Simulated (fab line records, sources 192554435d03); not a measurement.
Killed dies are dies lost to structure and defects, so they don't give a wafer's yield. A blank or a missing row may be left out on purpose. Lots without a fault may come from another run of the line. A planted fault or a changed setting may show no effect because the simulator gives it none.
fab line records | flow n5_finfet | part 2 of 2: steps 17 to 24 of 24
record lots=5 wafers=15 last_day=17
route steps=1938 shown BEOL_M7@1271
lots that met no fault: from a run of the same line without faults
start_h: hours from the record's first day to the start of the lot's first wafer shown | wait_h: hours since the lot's step before | " the same as in the row above | L1.1+2: a row that stands for several wafers | - no value, or no start given | * or withheld: withheld | < > ~ a bound
route shown NAME@n: a module of which the file shows steps, and the number in the route of the first | usual: mean/standard deviation of fault-free wafers | same: alike in all rows | chamber/n: place in a boat | sites: the reading at each site | _std_site: their standard deviation | _edge_site: outer sites' mean less inner sites' | radius_mm: how far each site lies from the wafer's centre | mask NAME#n: copy n | behind: the tool/chamber that last shaped the wafer | hold: why the lot was held/for how many hours/how that ended | device: the transistor (n, p or np) that didn't switch | end of line: the same wafers' tests at the end of the route | a step without rows: its recipe alone | killed: dies lost to structure and defects at the first sort, not the wafer's yield | map: a wafer's dies, x killed, . not, _ none there
set.NAME: the setting as run; set.NAME@STEP: as run at that earlier step | model.NAME: the simulator's own value behind a step, which no gauge read
lots at some steps of the route; a table a step, a row a wafer
services: from which hour (start_h, from the record's first day; less than 0 if before it) a tool's chamber was out of use, for how many hours, and why
## steps
# step N5_BEOL_M7_COAT_63
# recipe resist=SOC temp_c=250 time_s=60 spin_rpm=1500 resist_thk_nm=60
# usual chill_plate_temp_C=22.98/0.11 exhaust_pa=45.1/0.91 resist_line_temp_C=23.02/0.1
# same time_s=60
# columns lot.wafer tool chamber start_h wait_h chill_plate_temp_C exhaust_pa resist_line_temp_C
L074.1 litho_track-01 0 201.65 0.6 23.07 46.1 23.08
L074.4 " 0 " " 22.92 46.2 23.16
L074.5 " 0 " " 23.00 45.3 22.94
L077.1 litho_track-01 0 217.45 1.7 22.97 45.7 23.06
L077.5 " 0 " " 22.79 45.0 23.06
L077.6 " 0 " " 22.97 45.7 23.17
L083.1 litho_track-01 0 248.81 1.5 23.04 45.0 22.98
L083.2 " 0 " " 22.94 45.3 22.97
L083.5 " 0 " " 22.82 45.2 23.07
L090.2 litho_track-01 0 297.77 0.5 23.19 45.9 23.19
L090.3 " 0 " " 23.10 44.7 23.23
L090.4 " 0 " " 23.03 45.3 23.09
L095.1 litho_track-01 0 325.55 0.6 23.06 43.7 22.99
L095.2 " 0 " " 22.96 44.2 23.11
L095.5 " 0 " " 23.06 45.1 23.14
# step N5_BEOL_M7_COAT_64
# recipe resist=SiARC temp_c=220 time_s=60 spin_rpm=1500 resist_thk_nm=12
# usual chill_plate_temp_C=23.00/0.11 exhaust_pa=45.1/0.91 resist_line_temp_C=23.00/0.096
# same time_s=60
# columns lot.wafer tool chamber start_h wait_h chill_plate_temp_C exhaust_pa resist_line_temp_C
L074.1 litho_track-01 0 - - 23.22 44.9 22.97
L074.4 " 0 " " 23.09 44.7 22.89
L074.5 " 0 " " 23.11 43.9 22.96
L077.1 litho_track-01 0 - - 22.95 45.1 22.95
L077.5 " 0 " " 22.95 44.9 23.10
L077.6 " 0 " " 22.99 45.0 23.08
L083.1 litho_track-01 0 - - 22.91 44.5 23.04
L083.2 " 0 " " 22.84 44.2 23.18
L083.5 " 0 " " 22.92 45.4 23.17
L090.2 litho_track-01 0 - - 22.98 42.8 22.82
L090.3 " 0 " " 22.89 43.6 22.97
L090.4 " 0 " " 22.83 45.0 22.87
L095.1 litho_track-01 0 - - 22.89 46.0 23.08
L095.2 " 0 " " 22.92 45.7 22.99
L095.5 " 0 " " 22.84 47.6 22.90
# step N5_BEOL_M7_COAT_71
# recipe resist=underlayer temp_c=205 time_s=60 spin_rpm=1500 resist_thk_nm=5
# usual chill_plate_temp_C=23.02/0.12 exhaust_pa=44.9/0.83 resist_line_temp_C=22.98/0.12
# same time_s=60
# columns lot.wafer tool chamber start_h wait_h chill_plate_temp_C exhaust_pa resist_line_temp_C
L074.1 litho_track-01 0 - - 23.15 45.1 22.77
L074.4 " 0 " " 23.11 45.9 22.99
L074.5 " 0 " " 23.02 46.2 23.05
L077.1 litho_track-01 0 - - 22.77 45.3 22.96
L077.5 " 0 " " 23.03 44.4 22.81
L077.6 " 0 " " 22.97 45.7 22.87
L083.1 litho_track-01 0 - - 23.01 45.2 22.93
L083.2 " 0 " " 22.95 44.9 22.86
L083.5 " 0 " " 23.13 44.6 23.09
L090.2 litho_track-01 0 - - 22.99 43.1 22.99
L090.3 " 0 " " 23.12 42.1 23.06
L090.4 " 0 " " 23.04 43.1 23.18
L095.1 litho_track-01 0 - - 23.13 44.7 22.93
L095.2 " 0 " " 23.03 43.0 23.10
L095.5 " 0 " " 22.91 44.8 22.98
# step N5_BEOL_M7_COAT_22
# recipe resist=CAR-EUV spin_rpm=1500 resist_thk_nm=30
# usual chill_plate_temp_C=23.00/0.1 exhaust_pa=45.1/0.88 resist_line_temp_C=23.02/0.12
# columns lot.wafer tool chamber start_h wait_h chill_plate_temp_C exhaust_pa resist_line_temp_C
L074.1 litho_track-01 0 - - 23.01 46.6 22.97
L074.4 " 0 " " 23.10 45.6 22.95
L074.5 " 0 " " 23.03 45.5 23.03
L077.1 litho_track-01 0 - - 22.94 43.7 22.95
L077.5 " 0 " " 23.11 45.9 23.02
L077.6 " 0 " " 22.96 43.9 22.78
L083.1 litho_track-01 0 - - 22.88 45.3 22.98
L083.2 " 0 " " 22.96 45.5 22.89
L083.5 " 0 " " 23.06 45.7 22.97
L090.2 litho_track-01 0 - - 22.99 46.6 22.86
L090.3 " 0 " " 23.05 45.3 23.03
L090.4 " 0 " " 23.10 46.0 23.08
L095.1 litho_track-01 0 - - 22.97 44.1 22.90
L095.2 " 0 " " 23.08 45.4 22.89
L095.5 " 0 " " 23.01 45.4 23.04
# step N5_BEOL_M7_EBR_24
# recipe solvent=PGMEA ebr_width_mm=1.5
# usual chill_plate_temp_C=23.00/0.1 exhaust_pa=44.9/0.81 resist_line_temp_C=22.97/0.093
# same ebr_width_mm=1.5
# columns lot.wafer tool chamber start_h wait_h chill_plate_temp_C exhaust_pa resist_line_temp_C
L074.1 litho_track-01 0 - - 23.06 44.8 22.87
L074.4 " 0 " " 23.14 45.0 22.95
L074.5 " 0 " " 22.97 45.5 22.92
L077.1 litho_track-01 0 - - 22.87 45.0 22.86
L077.5 " 0 " " 22.88 45.1 22.89
L077.6 " 0 " " 22.97 45.7 22.78
L083.1 litho_track-01 0 - - 23.03 45.7 23.00
L083.2 " 0 " " 23.02 44.8 22.85
L083.5 " 0 " " 23.06 45.8 22.89
L090.2 litho_track-01 0 - - 22.92 44.2 23.06
L090.3 " 0 " " 23.08 44.9 23.03
L090.4 " 0 " " 23.00 44.6 23.04
L095.1 litho_track-01 0 - - 23.08 44.2 23.03
L095.2 " 0 " " 22.88 42.6 22.95
L095.5 " 0 " " 23.11 43.9 22.96
# step N5_BEOL_M7_SOFTBAKE_23
# recipe temp_c=110 time_s=60 resist=CAR-EUV
# usual chill_plate_temp_C=23.00/0.12 exhaust_pa=45.0/0.89 resist_line_temp_C=22.98/0.1
# same time_s=60
# columns lot.wafer tool chamber start_h wait_h chill_plate_temp_C exhaust_pa resist_line_temp_C
L074.1 litho_track-01 0 - - 23.05 45.1 23.04
L074.4 " 0 " " 23.08 44.9 23.02
L074.5 " 0 " " 23.03 46.2 22.84
L077.1 litho_track-01 0 - - 23.10 45.3 23.13
L077.5 " 0 " " 23.04 45.9 23.06
L077.6 " 0 " " 23.07 45.6 23.05
L083.1 litho_track-01 0 - - 22.92 45.7 23.02
L083.2 " 0 " " 22.79 45.9 22.96
L083.5 " 0 " " 22.98 46.5 22.89
L090.2 litho_track-01 0 - - 23.07 45.0 23.02
L090.3 " 0 " " 23.14 46.1 22.87
L090.4 " 0 " " 23.01 45.9 23.03
L095.1 litho_track-01 0 - - 23.10 45.3 22.90
L095.2 " 0 " " 23.01 43.6 22.86
L095.5 " 0 " " 22.97 44.1 22.83
# step N5_BEOL_M7_EXPOSE_25
# recipe mask_id=V6 na=0.33 source_shape=annular sigma_inner=0.4 sigma_outer=0.8 polarization=unpolarized target_cd_nm=40 dose_mj=42.5
# usual focus_offset_nm=0.1/0.58
# columns lot.wafer tool chamber start_h wait_h mask focus_offset_nm
L074.1 euv_scanner-02 0 201.91 - V6#0 0.7
L074.4 " 0 " " V6#0 0.0
L074.5 " 0 " " V6#0 0.0
L077.1 euv_scanner-02 0 217.59 - V6#0 0.5
L077.5 " 0 " " V6#0 2.0
L077.6 " 0 " " V6#0 1.0
L083.1 euv_scanner-01 0 248.95 - V6#0 0.1
L083.2 " 0 " " V6#0 -0.1
L083.5 " 0 " " V6#0 0.0
L090.2 euv_scanner-01 0 298.04 - V6#0 0.2
L090.3 " 0 " " V6#0 0.3
L090.4 " 0 " " V6#0 0.7
L095.1 euv_scanner-01 0 325.69 - V6#0 -0.1
L095.2 " 0 " " V6#0 -0.6
L095.5 " 0 " " V6#0 -0.7
# step N5_BEOL_M7_PEB_26
# recipe peb_temp_c=100 peb_time_s=60 resist=CAR-EUV
# usual chill_plate_temp_C=23.02/0.094 exhaust_pa=45.0/0.83 resist_line_temp_C=23.01/0.092
# columns lot.wafer tool chamber start_h wait_h chill_plate_temp_C exhaust_pa resist_line_temp_C
L074.1 litho_track-04 0 201.98 0.1 23.05 45.8 23.01
L074.4 " 0 " " 22.96 45.5 23.06
L074.5 " 0 " " 23.01 44.6 22.87
L077.1 litho_track-01 0 217.65 0.1 22.99 45.4 23.14
L077.5 " 0 " " 22.92 45.4 22.96
L077.6 " 0 " " 23.02 45.4 22.97
L083.1 litho_track-04 0 249.01 0.1 23.02 45.3 23.04
L083.2 " 0 " " 22.81 44.9 23.07
L083.5 " 0 " " 22.78 45.1 23.05
L090.2 litho_track-02 0 298.10 0.1 22.97 47.1 23.11
L090.3 " 0 " " 22.79 46.6 23.05
L090.4 " 0 " " 22.97 46.8 23.00
L095.1 litho_track-02 0 325.75 0.1 23.05 45.4 22.97
L095.2 " 0 " " 23.03 44.2 23.10
L095.5 " 0 " " 23.09 44.5 23.01
## services
# columns tool chamber start_h hours kind
euv_scanner-02 - 176.71 0.2 repair
euv_scanner-01 - 185.56 0.2 repair
arfi_scanner-02 - 196.45 6.0 pm
euv_scanner-02 - 196.81 1.0 pm
arfi_scanner-01 - 205.45 6.9 repair
euv_scanner-01 - 214.88 1.0 pm
euv_scanner-01 - 217.24 6.2 pm
euv_scanner-01 - 224.78 4.6 pm
arfi_scanner-02 - 235.39 0.8 pm
arfi_scanner-02 - 242.70 3.1 pm
rie_diel-05 0 244.70 16.5 repair
euv_scanner-02 - 252.96 1.0 pm
arfi_scanner-02 - 257.04 1.3 pm
arfi_scanner-01 - 267.75 0.9 repair
euv_scanner-01 - 271.03 1.0 pm
arfi_scanner-02 - 274.45 3.9 pm
arfi_scanner-01 - 279.14 0.8 pm
arfi_scanner-01 - 288.04 1.0 pm
rie_diel-05 3 289.73 3.8 repair
arfi_scanner-01 - 291.97 6.1 repair
euv_scanner-02 - 306.68 4.6 pm
rie_metal-03 0 318.69 6.3 repair
rie_diel-01 0 319.60 5.4 repair
arfi_scanner-01 - 324.08 0.8 repair
